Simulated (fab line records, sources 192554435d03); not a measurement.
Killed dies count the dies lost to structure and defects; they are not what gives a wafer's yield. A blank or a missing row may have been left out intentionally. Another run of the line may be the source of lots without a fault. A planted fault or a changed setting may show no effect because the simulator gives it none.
Chamber matching || flow n5_finfet || 4 sister chambers for N5_BEOL_M9_ETCH_66 on rie_diel-02
The step etches SOC in N2/H2, target depth 80 nm, overetch 16 nm, time 120 s. 4 wafers are shown with their chamber, then 7 later ones without.

== EACH WAFER AND ITS CHAMBER ==
{"wafer": "L083.1", "chamber": 2, "showerhead_plenum_p_Torr (Torr)": 2.62}
{"wafer": "L087.6", "chamber": 1, "showerhead_plenum_p_Torr (Torr)": 2.49}
{"wafer": "L092.1", "chamber": 0, "showerhead_plenum_p_Torr (Torr)": 2.45}
{"wafer": "L092.4", "chamber": 3, "showerhead_plenum_p_Torr (Torr)": 2.55}

== WAFERS WITHOUT THEIR CHAMBER ==
{"wafer": "L092.5", "showerhead_plenum_p_Torr (Torr)": 2.49}
{"wafer": "L094.1", "showerhead_plenum_p_Torr (Torr)": 2.48}
{"wafer": "L094.2", "showerhead_plenum_p_Torr (Torr)": 2.45}
{"wafer": "L094.5", "showerhead_plenum_p_Torr (Torr)": 2.61}
{"wafer": "L096.1", "showerhead_plenum_p_Torr (Torr)": 2.48}
{"wafer": "L096.4", "showerhead_plenum_p_Torr (Torr)": 2.61}
{"wafer": "L096.5", "showerhead_plenum_p_Torr (Torr)": 2.48}

== THE CHAMBER EACH PASSED THROUGH ==
{"wafer": "L092.5", "from the rows above": 1, "in truth": 1}
{"wafer": "L094.1", "from the rows above": 1, "in truth": 1}
{"wafer": "L094.2", "from the rows above": 0, "in truth": 0}
{"wafer": "L094.5", "from the rows above": 2, "in truth": 2}
{"wafer": "L096.1", "from the rows above": 1, "in truth": 1}
{"wafer": "L096.4", "from the rows above": 2, "in truth": 2}
{"wafer": "L096.5", "from the rows above": 1, "in truth": 1}
Correctly placed: 7 of 7. Number that these rows cannot place: 0. Placed wrongly: 0.
How it was worked out, from the rows above alone: a wafer's distance from a chamber is the root of the sum, over the readings, of the square of ((its reading less the chamber's mean) divided by the reading's scatter). If the next closest chamber is less than 2 further off than the closest, the wafer can't be placed; otherwise it belongs to the closest. For every chamber, the mean is computed from those of its wafers that are shown. The scatter (one wafer shown for each chamber): square how far every hidden wafer sits from the nearest shown wafer, average those squares and take the square root.
